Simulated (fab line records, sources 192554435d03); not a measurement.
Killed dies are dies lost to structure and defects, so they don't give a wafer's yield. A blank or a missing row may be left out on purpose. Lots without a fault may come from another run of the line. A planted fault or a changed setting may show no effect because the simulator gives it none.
Chamber matching | flow n5_finfet | N5_BEOL_M10_ILD_DEP_00 on pecvd-04: 3 sister chambers
The step deposits SiCOH lowk from DEMS/porogen, target thk 308.51 nm, time 58 s. 3 wafers are shown with their chamber, then 8 later ones without.

WAFERS WITH THEIR CHAMBER
wafer  | chamber | throttle_valve_pct (%)
L090.2 | 1       | 14.7
L090.5 | 0       | 15.0
L091.2 | 2       | 12.5

WAFERS WITHOUT THEIR CHAMBER
wafer  | throttle_valve_pct (%)
L091.3 | 15.0
L091.4 | 14.8
L094.1 | 14.9
L094.4 | 12.7
L094.6 | 14.6
L097.2 | 14.9
L097.5 | 15.0
L097.6 | 14.8

WHICH CHAMBER EACH WENT THROUGH
wafer  | from the rows above     | in truth
L091.3 | 0                       | 0
L091.4 | can't be placed: 1 or 0 | 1
L094.1 | can't be placed: 0 or 1 | 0
L094.4 | 2                       | 2
L094.6 | 1                       | 1
L097.2 | can't be placed: 0 or 1 | 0
L097.5 | 0                       | 0
L097.6 | can't be placed: 1 or 0 | 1
Placed correctly: 4 of 8. Can't be placed from these rows: 4 (the true chamber is among the candidates in 4). Placed wrongly: 0.
How it was worked out, from the rows above alone: a wafer's distance from a chamber is the root of the sum, over the readings, of the square of ((its reading less the chamber's mean) divided by the reading's scatter). The wafer belongs to the nearest chamber; if the next one is less than 2 further off, it can't be placed. A chamber's mean is the mean of its shown wafers. The scatter: with one shown wafer a chamber, the root of the mean of the squares of how far each hidden wafer lies from its nearest shown one.
